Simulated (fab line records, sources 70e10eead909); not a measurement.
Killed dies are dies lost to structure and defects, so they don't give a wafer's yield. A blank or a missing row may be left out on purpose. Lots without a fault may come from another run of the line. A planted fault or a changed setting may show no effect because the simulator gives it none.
Which tool did it? | flow nand_harc | 12 lots, 36 wafers sampled, at 6 steps of a route of 1159

WHAT THE GAUGES READ, wafer by wafer
NHARC_P_BONDPAD_THK_MEAS_33: measures by ellipsometry. Usual: thk_nm 200.2 nm, standard deviation 1.4.
lot  | measured     | on            | thk_nm (nm)       | flag
L694 | day 5 22:26  | film_metro-02 | 198.9 200.7 200.7 |
L698 | day 7 07:51  | film_metro-01 | 201.4 199.9 201.8 |
L696 | day 7 08:18  | film_metro-01 | 199.3 202.3 201.3 |
L697 | day 7 08:40  | film_metro-01 | 200.1 199.5 200.5 |
L700 | day 7 16:53  | film_metro-01 | 200.4 201.2 199.1 |
L702 | day 8 03:11  | film_metro-02 | 201.8 199.4 203.0 |
L705 | day 8 21:04  | film_metro-02 | 200.3 198.8 200.9 |
L704 | day 9 00:01  | film_metro-02 | 200.3 200.4 201.7 |
L708 | day 9 21:14  | film_metro-02 | 201.4 199.8 201.0 |
L710 | day 10 16:13 | film_metro-01 | 199.4 199.0 201.5 |
L714 | day 11 08:48 | film_metro-01 | 197.2 199.4 198.9 |
L717 | day 11 23:05 | film_metro-02 | 199.6 199.1 199.6 |

NHARC_P_BONDPAD_OVL_MEAS_38. Usual: overlay_x_nm 2 nm, standard deviation 4.6; overlay_y_nm 2 nm, standard deviation 6.1.
lot  | measured     | on         | overlay_x_nm (nm) | overlay_y_nm (nm) | flag
L694 | day 5 23:05  | overlay-01 | -1 0 0            | 15 15 15          |
L698 | day 7 08:23  | overlay-02 | 2 2 3             | 4 4 4             |
L696 | day 7 08:58  | overlay-02 | 3 3 3             | -1 -1 -1          |
L697 | day 7 09:20  | overlay-01 | 8 9 8             | -1 -1 -1          |
L700 | day 7 17:33  | overlay-01 | 0 0 1             | 14 13 13          |
L702 | day 8 03:51  | overlay-01 | 10 11 11          | -6 -5 -5          |
L705 | day 8 21:43  | overlay-02 | -2 -2 -2          | 3 3 3             |
L704 | day 9 00:41  | overlay-02 | -6 -6 -6          | -1 -1 -1          |
L708 | day 9 21:53  | overlay-01 | 3 3 3             | -4 -4 -4          |
L710 | day 10 16:53 | overlay-02 | 1 1 2             | -2 -2 -2          |
L714 | day 11 09:19 | overlay-01 | 1 1 1             | 0 0 0             |
L717 | day 11 23:44 | overlay-01 | -2 -1 -1          | -7 -8 -7          |

NHARC_A_ZERO_WELL_INSPECT_17. Usual: raw_defect_count 11, standard deviation 6.
lot  | measured     | on                | raw_defect_count | flag
L694 | day 6 04:24  | defect_inspect-01 | 8 17 10          |
L698 | day 7 14:06  | defect_inspect-01 | 1 15 14          |
L696 | day 7 14:37  | defect_inspect-01 | 14 8 7           |
L697 | day 7 14:56  | defect_inspect-02 | 8 15 20          |
L700 | day 7 23:01  | defect_inspect-02 | 7 6 10           |
L702 | day 8 09:28  | defect_inspect-01 | 9 11 19          |
L705 | day 9 03:41  | defect_inspect-02 | 1209 1232 1160   | OFF
L704 | day 9 06:09  | defect_inspect-01 | 15 7 5           |
L708 | day 10 03:23 | defect_inspect-02 | 1170 1203 1202   | OFF
L710 | day 10 22:20 | defect_inspect-01 | 5 9 10           |
L714 | day 11 15:01 | defect_inspect-01 | 4 7 16           |
L717 | day 12 05:47 | defect_inspect-02 | 5 14 5           |

NHARC_END_SORT_01. Usual: killed_at_array 28, standard deviation 11; killed_at_other 0.5, standard deviation 0.87; killed_at_periphery 2.9, standard deviation 2.2; killed_dies 32, standard deviation 11; killed_open 3.2, standard deviation 1.9; killed_short 1.8, standard deviation 1.4.
lot  | measured     | on        | killed_at_array | killed_at_other | killed_at_periphery | killed_dies | killed_open | killed_short | flag
L705 | day 21 12:09 | prober-02 | 114 125 129     | 0 0 0           | 5 5 3               | 119 130 132 | 4 5 8       | 4 3 1        | OFF
L708 | day 22 12:06 | prober-02 | 89 111 49       | 0 0 0           | 2 2 5               | 91 113 54   | 4 2 7       | 0 2 3        | OFF

WHICH TOOL RAN EACH LOT (tool, then ch and the chambers of the sampled wafers, then the start)
lot  | NHARC_A_ZERO_WELL_DESCUM_12        | NHARC_A_ZERO_WELL_PRECLEAN_22
L694 | rie_diel-07 ch 1,3, day 6 03:07    | wet_bench-09 ch 1,2,7, day 6 04:04
L698 | rie_diel-04 ch 1,3, day 7 12:44    | wet_bench-03 ch 1,2,4, day 7 13:47
L696 | rie_diel-09 ch 0,2, day 7 13:19    | wet_bench-09 ch 3,4,6, day 7 14:17
L697 | rie_diel-04 ch 0,1,3, day 7 13:36  | wet_bench-09 ch 1,3,5, day 7 14:37
L700 | rie_diel-07 ch 0,2, day 7 21:41    | wet_bench-03 ch 5,6,7, day 7 22:42
L702 | rie_diel-07 ch 0,2,3, day 8 08:10  | wet_bench-06 ch 0,3,4, day 8 09:07
L705 | rie_diel-04 ch 2,3, day 9 01:53    | wet_bench-06 ch 4,5,7, day 9 03:21
L704 | rie_diel-07 ch 0,1,3, day 9 04:51  | wet_bench-09 ch 1,2,3, day 9 05:49
L708 | rie_diel-04 ch 1,2,3, day 10 02:05 | wet_bench-06 ch 0,5,7, day 10 03:03
L710 | rie_diel-09 ch 0,3, day 10 21:02   | wet_bench-09 ch 1,2,3, day 10 22:00
L714 | rie_diel-09 ch 0,1,3, day 11 13:41 | wet_bench-09 ch 4,6,7, day 11 14:41
L717 | rie_diel-07 ch 0,3, day 12 04:00   | wet_bench-09 ch 2,3,5, day 12 05:26
- NHARC_A_ZERO_WELL_DESCUM_12: chemistry O2, time 3 s.
- NHARC_A_ZERO_WELL_PRECLEAN_22: cleans in SC1, time 60 s.

WHAT THE TOOLS THEMSELVES READ (means of the sampled wafers that have a number; where no wafer has one, the mark that the record gives instead)
NHARC_A_ZERO_WELL_DESCUM_12. Usual: drypump_motor_current_A 5.7 A, standard deviation 0.48; o2_flow_sccm 200.1 sccm, standard deviation 0.6; oes_product_au 0.994 a.u., standard deviation 0.016; rf_vpp_V 57.8 V, standard deviation 0.9; showerhead_plenum_p_Torr 1.93 Torr, standard deviation 0.094; throttle_valve_pct 11.310 %, standard deviation 0.0091.
lot  | tool        | drypump_motor_current_A (A) | o2_flow_sccm (sccm) | oes_product_au (a.u.) | rf_vpp_V (V) | showerhead_plenum_p_Torr (Torr) | throttle_valve_pct (%) | flag
L694 | rie_diel-07 | 6.2                         | 200.7               | 0.982                 | 57.9         | 2.03                            | 11.313                 |
L698 | rie_diel-04 | 6.1                         | 200.3               | 0.997                 | 58.4         | 1.97                            | 11.311                 |
L696 | rie_diel-09 | 5.9                         | 200.0               | 1.008                 | 57.1         | 1.85                            | 11.309                 |
L697 | rie_diel-04 | 5.6                         | 200.3               | 0.991                 | 57.3         | 1.92                            | 11.307                 |
L700 | rie_diel-07 | 5.1                         | 200.1               | 1.026                 | 58.0         | 1.97                            | 11.307                 |
L702 | rie_diel-07 | 5.5                         | 200.5               | 1.004                 | 58.0         | 1.96                            | 11.312                 |
L705 | rie_diel-04 | 5.5                         | 200.3               | 0.986                 | 57.4         | 1.84                            | 11.317                 |
L704 | rie_diel-07 | 5.8                         | 200.4               | 0.997                 | 57.5         | 1.96                            | 11.303                 |
L708 | rie_diel-04 | 5.8                         | 200.4               | 0.987                 | 58.7         | 1.93                            | 11.318                 |
L710 | rie_diel-09 | 5.8                         | 199.3               | 0.995                 | 58.2         | 1.85                            | 11.315                 |
L714 | rie_diel-09 | 5.8                         | 199.6               | 0.991                 | 57.7         | 1.87                            | 11.311                 |
L717 | rie_diel-07 | 5.6                         | 200.2               | 0.991                 | 57.7         | 1.88                            | 11.307                 |

NHARC_A_ZERO_WELL_PRECLEAN_22. Usual: bath_heat_duty_pct 7.1 %, standard deviation 1; temp_c 50.00 C, standard deviation 0.11.
lot  | tool         | bath_heat_duty_pct (%) | temp_c (C) | flag
L694 | wet_bench-09 | 6.4                    | 49.90      |
L698 | wet_bench-03 | 7.4                    | 50.00      |
L696 | wet_bench-09 | 7.3                    | 50.03      |
L697 | wet_bench-09 | 6.7                    | 49.95      |
L700 | wet_bench-03 | 7.7                    | 50.13      |
L702 | wet_bench-06 | 7.1                    | 50.06      |
L705 | wet_bench-06 | 6.4                    | 50.01      |
L704 | wet_bench-09 | 7.1                    | 49.96      |
L708 | wet_bench-06 | 6.9                    | 49.95      |
L710 | wet_bench-09 | 6.9                    | 50.11      |
L714 | wet_bench-09 | 6.8                    | 49.95      |
L717 | wet_bench-09 | 7.1                    | 50.01      |

THE ANSWER, worked out from the rows above alone
Rule: a lot is off if the mean of its wafers that have a number lies more than 3 standard deviations from the usual mean. A lot without any number at a reading at which 4 lots or more have one is off too. The other lots that the step has rows for count as sound. The gauges are gone through in route order, then the tools' own readings, and for those a lot's mean is taken as printed above. The first step at which some lot is off is used, and at that step the reading that is off furthest; a lot without a number counts as furthest.
Off: L705, L708, at NHARC_A_ZERO_WELL_INSPECT_17 (raw_defect_count).
A tool fits if, at a process step before that reading, it ran every lot that is off, and no sound lot after the first of them. The gauges at NHARC_A_ZERO_WELL_INSPECT_17 aren't tried: what is off there is off at NHARC_END_SORT_01 too, on other tools, and a gauge's error can't cause that. Can't be told from this: 2 tools fit, rie_diel-04 at NHARC_A_ZERO_WELL_DESCUM_12, wet_bench-06 at NHARC_A_ZERO_WELL_PRECLEAN_22.

WHAT THE SIMULATOR HAD PUT IN
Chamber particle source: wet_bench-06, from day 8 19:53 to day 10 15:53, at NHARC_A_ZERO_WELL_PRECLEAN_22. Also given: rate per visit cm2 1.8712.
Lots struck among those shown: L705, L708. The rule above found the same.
